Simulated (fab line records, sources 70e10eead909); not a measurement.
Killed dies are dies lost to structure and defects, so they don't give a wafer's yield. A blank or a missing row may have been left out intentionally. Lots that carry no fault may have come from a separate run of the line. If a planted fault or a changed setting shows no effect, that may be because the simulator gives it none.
fab line records | flow nandHarc
record lots=12 | wafers=36 | lastDay=24
route steps=1159 shown P_GATE@148 P_CONTACT@217 END@1159
lots untouched by any fault: they come from a run of this same line in which no faults occurred
startH: hours from the record's first day to the start of the lot's first wafer shown | waitH: hours since the lot's step before | " unchanged from the row above | L1.1+2: a row that stands for several wafers | - value missing, or start not given | * or withheld: withheld | < > ~ a bound
route shown NAME@n: NAME is a module with steps in the file, n the number in the route of the first one | usual: mean/standard deviation taken from wafers without a fault | same: alike in all rows | chamber/n: place in a boat | sites: readings site by site | _std_site: standard deviation across them | _edge_site: outer sites' mean less inner sites' | radiusMm: how far each site lies from the wafer's centre | mask NAME#n: copy n | behind: the last tool/chamber to shape the wafer | hold: cause of the lot's hold/its duration in hours/its outcome | device: names the non-switching transistor (n, p or np) | end of line: the route-end tests of the same wafers | for a step that has no rows: nothing shown but its recipe | killed: at the first sort, the dies lost to defects and structure; wafer yield is something else | map: a wafer's dies, marking killed ones x, the rest . and places with no die _
set.NAME: the setting that was run; set.NAME@STEP: the one run at that earlier step | model.NAME: the simulator's own value behind a step, which no gauge read
steps of the route over a sample of lots; a table a step, a row a wafer
services: when a tool's chamber went out of use (startH, in hours from the record's first day, below 0 if earlier), for how many hours, and the reason
## steps
# step NHARC_P_GATE_ETCH_114
# recipe targetDepthA=300 | overetchA=30 | timeS=16.5 | ionEnergyEv=100 | cf4FlowSccm=80 | o2FlowSccm=20 | arFlowSccm=0 | rfW=300 | biasW=100 | chemistry=CF4/O2
# usual drypumpMotorCurrentA=5.5/0.32 | oesProductAu=1.005/0.013 | rfVppV=197.8/1.7 | showerheadPlenumPTorr=1.33/0.075 | throttleValvePct=13.399/0.0094
lot.wafer | tool       | chamber | startH | waitH | drypumpMotorCurrentA | oesProductAu | rfHoursCounterH | rfVppV | showerheadPlenumPTorr | throttleValvePct
L526.1    | rieDiel-03 | 3       | 88     | -     | 5.5                  | 0.980        | 15              | 198.8  | 1.27                  | 13.394
L526.2    | "          | 0       | "      | "     | 5.6                  | 1.009        | 15              | 199.6  | 1.44                  | 13.389
L526.3    | "          | 1       | "      | "     | 5.2                  | 1.006        | 16              | 196.5  | 1.31                  | 13.405
L527.2    | rieDiel-03 | 0       | 88     | -     | 5.6                  | 1.018        | 15              | 198.6  | 1.44                  | 13.403
L527.4    | "          | 1       | "      | "     | 5.2                  | 1.002        | 16              | 197.0  | 1.31                  | 13.409
L527.1    | "          | 3       | "      | "     | 5.6                  | 0.981        | 15              | 197.2  | 1.27                  | 13.373
L528.3    | rieDiel-10 | 3       | 101    | -     | 5.2                  | 1.002        | 15              | 199.2  | 1.31                  | 13.393
L528.1    | "          | 1       | "      | "     | 5.3                  | 1.016        | 14              | 197.0  | 1.25                  | 13.394
L528.6    | "          | 0       | "      | "     | 5.7                  | 1.009        | -               | 197.8  | 1.33                  | 13.393
L532.1    | rieDiel-03 | 2       | 129    | -     | 5.5                  | 1.008        | 25              | 200.9  | 1.44                  | 13.401
L532.4    | "          | 3       | "      | "     | 5.5                  | 0.989        | 26              | 195.9  | 1.26                  | 13.372
L532.6    | "          | 0       | "      | "     | 5.7                  | 1.008        | -               | 198.3  | 1.44                  | 13.414
L533.1    | rieDiel-11 | 2       | 129    | -     | 6.1                  | 1.007        | 27              | 196.7  | 1.26                  | 13.410
L533.4    | "          | 1       | "      | "     | 5.5                  | 0.991        | 34              | 196.1  | 1.26                  | 13.394
L533.5    | "          | 3       | "      | "     | 5.3                  | 0.996        | -               | 197.3  | 1.28                  | 13.398
L536.3    | rieDiel-03 | 2       | 142    | -     | 5.5                  | 1.009        | 31              | 199.9  | 1.44                  | 13.395
L536.1    | "          | 0       | "      | "     | 5.6                  | 1.009        | 32              | 199.6  | 1.44                  | 13.387
L536.6    | "          | 1       | "      | "     | 5.2                  | 1.012        | -               | 197.9  | 1.31                  | 13.393
L535.3    | rieDiel-03 | 3       | 142    | -     | 5.6                  | 0.988        | 32              | 196.3  | 1.26                  | 13.399
L535.1    | "          | 0       | "      | "     | 5.7                  | 1.010        | 33              | 200.3  | 1.44                  | 13.415
L535.6    | "          | 0       | "      | "     | 5.7                  | 1.001        | -               | 200.9  | 1.44                  | 13.418
L544.2    | rieDiel-10 | 3       | 190    | -     | 5.2                  | 1.023        | 1               | 198.4  | 1.31                  | 13.399
L544.3    | "          | 0       | "      | "     | 5.7                  | 1.007        | 1               | 197.9  | 1.32                  | 13.384
L544.1    | "          | 1       | "      | "     | 5.3                  | 1.036        | 1               | 195.9  | 1.25                  | 13.401
L545.2    | rieDiel-10 | 3       | 200    | -     | 5.2                  | 1.014        | 5               | 196.7  | 1.31                  | 13.381
L545.5    | "          | 3       | "      | "     | 5.2                  | 1.020        | -               | 198.2  | 1.31                  | 13.389
L545.6    | "          | 0       | "      | "     | 5.7                  | 0.996        | -               | 197.8  | 1.32                  | 13.394
L548.4    | rieDiel-10 | 1       | 218    | -     | 5.3                  | 1.028        | 7               | 196.5  | 1.24                  | 13.410
L548.6    | "          | 0       | "      | "     | 5.7                  | 1.003        | -               | 197.3  | 1.32                  | 13.405
L548.5    | "          | 1       | "      | "     | 5.3                  | 1.021        | -               | 197.9  | 1.24                  | 13.397
L547.2    | rieDiel-11 | 2       | 218    | -     | 6.1                  | 1.012        | 6               | 196.6  | 1.26                  | 13.406
L547.1    | "          | 3       | "      | "     | 5.3                  | 0.961        | 5               | 196.3  | 1.27                  | 13.397
L547.5    | "          | 2       | "      | "     | 6.1                  | 1.020        | -               | 195.0  | 1.26                  | 13.389
L549.1    | rieDiel-10 | 2       | 222    | -     | 6.0                  | 1.002        | 9               | 199.1  | 1.42                  | 13.371
L549.4    | "          | 3       | "      | "     | 5.2                  | 1.025        | 9               | 198.2  | 1.31                  | 13.401
L549.6    | "          | 1       | "      | "     | 5.3                  | 1.036        | -               | 196.4  | 1.24                  | 13.404
# step NHARC_P_GATE_STRIP_113
# recipe powerW=1500 | tempC=110 | timeS=740 | chemistry=N2/H2
# usual drypumpMotorCurrentA=5.49/0.28 | heaterPowerW=96/3.1
lot.wafer | tool           | chamber | startH | waitH | drypumpMotorCurrentA | heaterPowerW | rfHoursCounterH
L526.2    | plasmaAsher-02 | 1       | 104.32 | 0.2   | 5.31                 | 96           | 31
L526.1    | "              | 0       | "      | "     | 5.65                 | 100          | 31
L526.3    | "              | 0       | "      | "     | 5.66                 | 100          | -
L527.2    | plasmaAsher-02 | 0       | 105.10 | 0.6   | 5.69                 | 102          | 32
L527.1    | "              | 1       | "      | "     | 5.29                 | 95           | 32
L527.4    | "              | 1       | "      | "     | 5.27                 | 92           | -
L528.1    | plasmaAsher-02 | 1       | 116.52 | 0.2   | 5.25                 | 95           | 36
L528.3    | "              | 0       | "      | "     | 5.67                 | 96           | -
L528.6    | "              | 1       | "      | "     | 5.28                 | 91           | -
L532.1    | plasmaAsher-01 | 1       | 145.39 | 0.2   | 5.79                 | 96           | 10
L532.4    | "              | 0       | "      | "     | 5.18                 | 94           | -
L532.6    | "              | 1       | "      | "     | 5.85                 | 96           | -
L533.1    | plasmaAsher-02 | 1       | 145.73 | 0.2   | 5.28                 | 96           | 46
L533.4    | "              | 0       | "      | "     | 5.70                 | 101          | -
L533.5    | "              | 0       | "      | "     | 5.68                 | 102          | -
L536.1    | plasmaAsher-02 | 1       | 157.69 | 0.2   | 5.29                 | 91           | 50
L536.3    | "              | 0       | "      | "     | 5.66                 | 101          | -
L536.6    | "              | 1       | "      | "     | 5.28                 | 94           | -
L535.1    | plasmaAsher-01 | 0       | 157.99 | 0.3   | 5.19                 | 94           | 14
L535.3    | "              | 0       | "      | "     | 5.17                 | 92           | -
L535.6    | "              | 0       | "      | "     | 5.18                 | 91           | -
L544.1    | plasmaAsher-02 | 0       | 206.26 | 0.2   | 5.66                 | 95           | 1
L544.2    | "              | 1       | "      | "     | 5.27                 | 96           | 1
L544.3    | "              | 0       | "      | "     | 5.65                 | 99           | -
L545.2    | plasmaAsher-01 | 0       | 215.85 | 0.2   | 5.21                 | 89           | 39
L545.6    | "              | 0       | "      | "     | 5.19                 | 92           | -
L545.5    | "              | 1       | "      | "     | 5.81                 | 97           | -
L548.4    | plasmaAsher-01 | 0       | 234.05 | 0.5   | 5.16                 | 93           | -
L548.6    | "              | 1       | "      | "     | 5.83                 | 96           | -
L548.5    | "              | 0       | "      | "     | 5.19                 | 94           | -
L547.2    | plasmaAsher-01 | 0       | 234.47 | 0.5   | 5.15                 | 90           | 47
L547.1    | "              | 1       | "      | "     | 5.84                 | 97           | 47
L547.5    | "              | 0       | "      | "     | 5.18                 | 93           | -
L549.1    | plasmaAsher-02 | 1       | 238.46 | 0.3   | 5.26                 | 95           | 11
L549.4    | "              | 0       | "      | "     | 5.65                 | 97           | -
L549.6    | "              | 0       | "      | "     | 5.67                 | 97           | -
# step NHARC_P_GATE_STRIP_95
# recipe powerW=1500 | tempC=250 | chemistry=O2
# usual drypumpMotorCurrentA=5.50/0.29 | heaterPowerW=357/12
lot.wafer | tool           | chamber | startH | waitH | drypumpMotorCurrentA | heaterPowerW | rfHoursCounterH
L526.2    | plasmaAsher-02 | 1       | 105.03 | 0.6   | 5.29                 | 352          | 32
L526.1    | "              | 0       | "      | "     | 5.67                 | 377          | 32
L526.3    | "              | 0       | "      | "     | 5.68                 | 368          | -
L527.2    | plasmaAsher-02 | 0       | 105.81 | 0.6   | 5.68                 | 362          | 32
L527.1    | "              | 1       | "      | "     | 5.27                 | 351          | 32
L527.4    | "              | 1       | "      | "     | 5.26                 | 335          | -
L528.1    | plasmaAsher-02 | 1       | 117.23 | 0.6   | 5.29                 | 342          | 37
L528.3    | "              | 0       | "      | "     | 5.67                 | 366          | -
L528.6    | "              | 1       | "      | "     | 5.27                 | 358          | -
L532.1    | plasmaAsher-01 | 1       | 146.11 | 0.6   | 5.79                 | 364          | 11
L532.4    | "              | 0       | "      | "     | 5.18                 | 348          | -
L532.6    | "              | 1       | "      | "     | 5.82                 | 368          | -
L533.1    | plasmaAsher-02 | 1       | 146.45 | 0.6   | 5.30                 | 351          | 47
L533.4    | "              | 0       | "      | "     | 5.69                 | 374          | -
L533.5    | "              | 0       | "      | "     | 5.67                 | 374          | -
L536.1    | plasmaAsher-02 | 1       | 158.41 | 0.6   | 5.25                 | 353          | 50
L536.3    | "              | 0       | "      | "     | 5.68                 | 376          | -
L536.6    | "              | 1       | "      | "     | 5.27                 | 348          | -
L535.1    | plasmaAsher-01 | 0       | 158.60 | 0.5   | 5.18                 | 348          | 15
L535.3    | "              | 0       | "      | "     | 5.18                 | 347          | -
L535.6    | "              | 0       | "      | "     | 5.18                 | 345          | -
L544.1    | plasmaAsher-02 | 0       | 206.97 | 0.6   | 5.64                 | 359          | 2
L544.2    | "              | 1       | "      | "     | 5.28                 | 358          | 2
L544.3    | "              | 0       | "      | "     | 5.66                 | 367          | -
L545.2    | plasmaAsher-01 | 0       | 216.57 | 0.6   | 5.20                 | 345          | 39
L545.6    | "              | 0       | "      | "     | 5.18                 | 334          | -
L545.5    | "              | 1       | "      | "     | 5.81                 | 357          | -
L548.4    | plasmaAsher-01 | 0       | 234.44 | 0.3   | 5.18                 | 339          | -
L548.6    | "              | 1       | "      | "     | 5.87                 | 364          | -
L548.5    | "              | 0       | "      | "     | 5.18                 | 349          | -
L547.2    | plasmaAsher-01 | 0       | 235.19 | 0.6   | 5.16                 | 343          | 48
L547.1    | "              | 1       | "      | "     | 5.87                 | 362          | 48
L547.5    | "              | 0       | "      | "     | 5.18                 | 341          | -
L549.1    | plasmaAsher-02 | 1       | 239.06 | 0.5   | 5.27                 | 355          | 11
L549.4    | "              | 0       | "      | "     | 5.68                 | 361          | -
L549.6    | "              | 0       | "      | "     | 5.68                 | 369          | -
# step NHARC_P_GATE_INSPECT_68
# usual rawDefectCount=230/98
lot.wafer | tool             | chamber | startH | waitH | rawDefectCount
L526.1    | defectInspect-02 | -       | 107.09 | 0.2   | 469
L526.2    | "                | -       | "      | "     | 171
L526.3    | "                | -       | "      | "     | 138
L527.1    | defectInspect-01 | -       | 107.77 | 0.2   | 214
L527.2    | "                | -       | "      | "     | 308
L527.4    | "                | -       | "      | "     | 189
L528.1    | defectInspect-01 | -       | 119.08 | 0.2   | 202
L528.3    | "                | -       | "      | "     | 161
L528.6    | "                | -       | "      | "     | 172
L532.1    | defectInspect-02 | -       | 147.97 | 0.2   | 93
L532.4    | "                | -       | "      | "     | 165
L532.6    | "                | -       | "      | "     | 169
L533.1    | defectInspect-01 | -       | 148.30 | 0.2   | 197
L533.4    | "                | -       | "      | "     | 326
L533.5    | "                | -       | "      | "     | 256
L536.1    | defectInspect-01 | -       | 160.25 | 0.2   | 629
L536.3    | "                | -       | "      | "     | 507
L536.6    | "                | -       | "      | "     | 849
L535.1    | defectInspect-02 | -       | 160.60 | 0.2   | 810
L535.3    | "                | -       | "      | "     | 576
L535.6    | "                | -       | "      | "     | 586
L544.1    | defectInspect-01 | -       | 208.89 | 0.2   | 222
L544.2    | "                | -       | "      | "     | 135
L544.3    | "                | -       | "      | "     | 206
L545.2    | defectInspect-01 | -       | 218.99 | 0.1   | 260
L545.5    | "                | -       | "      | "     | 153
L545.6    | "                | -       | "      | "     | 166
L548.4    | defectInspect-01 | -       | 236.26 | 0.1   | 157
L548.5    | "                | -       | "      | "     | 199
L548.6    | "                | -       | "      | "     | 163
L547.1    | defectInspect-02 | -       | 237.01 | 0.2   | 354
L547.2    | "                | -       | "      | "     | 102
L547.5    | "                | -       | "      | "     | 249
L549.1    | defectInspect-01 | -       | 240.90 | 0.2   | 307
L549.4    | "                | -       | "      | "     | 300
L549.6    | "                | -       | "      | "     | 317
# step NHARC_P_CONTACT_DEP_30
# recipe targetThkA=300 | tempC=400 | targetThkNm=30 | flowSccm=200 | rfW=450 | material=SiNx
# usual heaterPowerW=687/71
lot.wafer | tool     | chamber | startH | waitH | heaterPowerW
L526.2    | pecvd-04 | 2       | 107.16 | 0.1   | 684
L526.1    | "        | 0       | "      | "     | 678
L526.3    | "        | 1       | "      | "     | 688
L527.1    | pecvd-02 | 0       | 108.08 | 0.3   | 767
L527.2    | "        | 2       | "      | "     | 552
L527.4    | "        | 0       | "      | "     | 772
L528.1    | pecvd-02 | 0       | 119.19 | 0.1   | 746
L528.3    | "        | 1       | "      | "     | 782
L528.6    | "        | 1       | "      | "     | 793
L532.1    | pecvd-03 | 1       | 148.03 | 0.1   | 694
L532.6    | "        | 2       | "      | "     | 695
L532.4    | "        | 0       | "      | "     | 746
L533.1    | pecvd-04 | 1       | 148.40 | 0.1   | 619
L533.5    | "        | 0       | "      | "     | 665
L533.4    | "        | 2       | "      | "     | 724
L536.3    | pecvd-04 | 0       | 160.31 | 0.1   | 679
L536.1    | "        | 1       | "      | "     | 604
L536.6    | "        | 2       | "      | "     | 718
L535.3    | pecvd-03 | 1       | 160.75 | 0.2   | 730
L535.1    | "        | 2       | "      | "     | 775
L535.6    | "        | 1       | "      | "     | 732
L544.3    | pecvd-04 | 0       | 208.95 | 0.1   | 604
L544.1    | "        | 1       | "      | "     | 663
L544.2    | "        | 2       | "      | "     | 712
L545.2    | pecvd-03 | 2       | 219.27 | 0.3   | 714
L545.6    | "        | 0       | "      | "     | 717
L545.5    | "        | 2       | "      | "     | 721
L548.5    | pecvd-02 | 2       | 236.44 | 0.2   | 566
L548.4    | "        | 0       | "      | "     | 728
L548.6    | "        | 1       | "      | "     | 711
L547.1    | pecvd-02 | 0       | 237.32 | 0.3   | 768
L547.2    | "        | 1       | "      | "     | 824
L547.5    | "        | 1       | "      | "     | 830
L549.1    | pecvd-02 | 1       | 240.96 | 0.1   | 806
L549.4    | "        | 1       | "      | "     | 812
L549.6    | "        | 0       | "      | "     | 785
# step NHARC_END_SORT_01
# recipe tempC=25
# usual killedAtArray=26/8.4 | killedAtOther=0.7/0.97 | killedAtPeriphery=3.2/2.2 | killedDies=30/8.5 | killedOpen=3.4/2 | killedShort=2/1.3
# same grossDies=677
lot.wafer | tool      | chamber | startH | waitH | killedAtArray | killedAtOther | killedAtPeriphery | killedDies | killedOpen | killedShort
L535.1    | prober-02 | 0       | 497.51 | 2.5   | 30            | 0             | 73                | 103        | 5          | 2
L535.3    | prober-02 | 0       | 499.11 | 3.1   | 26            | 1             | 52                | 79         | 7          | 2
L535.6    | prober-02 | 0       | 501.51 | 4.0   | 25            | 0             | 78                | 103        | 3          | 0
L536.1    | prober-01 | 0       | 497.68 | 2.5   | 23            | 1             | 83                | 107        | 1          | 1
L536.3    | prober-01 | 0       | 499.26 | 3.1   | 15            | 0             | 77                | 92         | 3          | 2
L536.6    | prober-01 | 0       | 501.63 | 4.0   | 14            | 0             | 75                | 89         | 3          | 1
# killed by level:class
L535.1 P_GATE:unspecified=71 A_SLIT:chamberFilmFlake=15 A_STAIRCASE:chamberFilmFlake=6 A_CHANNEL_HOLE_D1:chamberFilmFlake=3 P_CONTACT:geometricParticle:open=1 A_ONON_D1:geometricParticle:open=1 A_ONON_D1:geometricParticle:short=1 A_CHANNEL_FILL_D1:geometricParticle:open=1
L536.1 P_GATE:unspecified=81 A_SLIT:chamberFilmFlake=17 A_CHANNEL_HOLE_D1:chamberFilmFlake=3 P_ZERO_WELL:chamberFilmFlake=1 A_BLC:geometricParticle:open=1 P_GATE:chamberFilmFlake=1 STARTING-WAFER:geometricParticle:short=1 A_STAIRCASE:chamberFilmFlake=1
L535.3 P_GATE:unspecified=47 A_SLIT:chamberFilmFlake=13 A_CHANNEL_HOLE_D1:chamberFilmFlake=6 P_GATE:geometricParticle:open=2 P_GATE:geometricParticle:short=1 P_CONTACT:geometricParticle:open=1 A_ONON_D1:geometricParticle:open=1 A_CHANNEL_FILL_D1:geometricParticle:open=1
L536.3 P_GATE:unspecified=70 P_GATE:chamberFilmFlake=4 A_CHANNEL_HOLE_D1:chamberFilmFlake=4 A_SLIT:chamberFilmFlake=4 P_M0:geometricParticle:open=2 A_CONTACT:chamberFilmFlake=2 A_ONON_D1:geometricParticle:open=1 A_CONTACT:geometricParticle:short=1
L535.6 P_GATE:unspecified=77 A_STAIRCASE:chamberFilmFlake=9 A_SLIT:chamberFilmFlake=9 A_CONTACT:chamberFilmFlake=3 A_SGD_CUT:geometricParticle:open=1 A_BLC:geometricParticle:open=1 A_M0:geometricParticle:open=1 P_STI:chamberFilmFlake=1
L536.6 P_GATE:unspecified=70 A_SLIT:chamberFilmFlake=5 P_GATE:chamberFilmFlake=2 A_CHANNEL_HOLE_D1:chamberFilmFlake=2 P_M0:geometricParticle:open=1 A_SGD_CUT:geometricParticle:short=1 A_WL_FILL:geometricParticle:open=1 A_BLC:geometricParticle:open=1
## services
tool           | chamber | startH | hours | kind
rieDiel-10     | 3       | 65.84  | 15.7  | repair
rieDiel-10     | 1       | 70.68  | 18.1  | repair
rieDiel-03     | 2       | 72.38  | 2.4   | repair
rieDiel-03     | -       | 81.06  | 2.9   | repair
plasmaAsher-02 | -       | 89.74  | 0.6   | repair
pecvd-04       | -       | 94.79  | 1.2   | repair
rieDiel-10     | 0       | 94.85  | 4.2   | repair
plasmaAsher-01 | -       | 99.20  | 9.0   | pm
pecvd-02       | 1       | 101.60 | 13.2  | repair
plasmaAsher-01 | -       | 116.42 | 2.0   | repair
rieDiel-10     | -       | 117.58 | 0.2   | repair
rieDiel-10     | 3       | 127.17 | 16.4  | repair
pecvd-02       | -       | 153.12 | 13.0  | pm
rieDiel-10     | 2       | 163.75 | 5.6   | repair
rieDiel-10     | 1       | 164.87 | 9.6   | repair
rieDiel-10     | -       | 176.50 | 9.0   | pm
plasmaAsher-02 | -       | 183.30 | 9.0   | pm
plasmaAsher-02 | -       | 193.21 | 9.6   | repair
pecvd-04       | -       | 195.19 | 13.0  | pm
pecvd-02       | -       | 208.42 | 3.6   | repair
rieDiel-03     | -       | 215.54 | 9.0   | pm
plasmaAsher-02 | -       | 217.97 | 6.6   | repair
rieDiel-10     | 2       | 225.95 | 9.4   | repair
pecvd-04       | -       | 239.60 | 1.4   | repair
## key
firstSign step=NHARC_P_GATE_INSPECT_68 | reading=rawDefectCount | direction=up | sigmas=4.4 | usual=230 | struck=660
effect step=NHARC_END_SORT_01 | reading=killedAtPeriphery | direction=up | sigmas=32 | usual=3.2 | struck=73
moreKillsBornAt NHARC_P_GATE_ETCH_114@rieDiel-03=416
metAt NHARC_P_GATE_ETCH_114
struckLots L535,L536
testerLeftOut L535,L536
notActingAt NHARC_P_GATE_STRIP_113,NHARC_P_GATE_STRIP_95,NHARC_P_CONTACT_DEP_30
onsetBetween 129 142
fault kind=chamberParticleSource | tool=rieDiel-03 | chamber=- | onsetH=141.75 | steps=NHARC_P_GATE_ETCH_114 | ratePerVisitCm2=0.47104 | endH=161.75
# testerLeftOut: of these lots the tester's yield and bins aren't shown, on N5 and GAA mostly nor the transistor test; their killed dies are dies lost to structure and defects alone, not to doping, threshold or leakage, so they don't give the yield
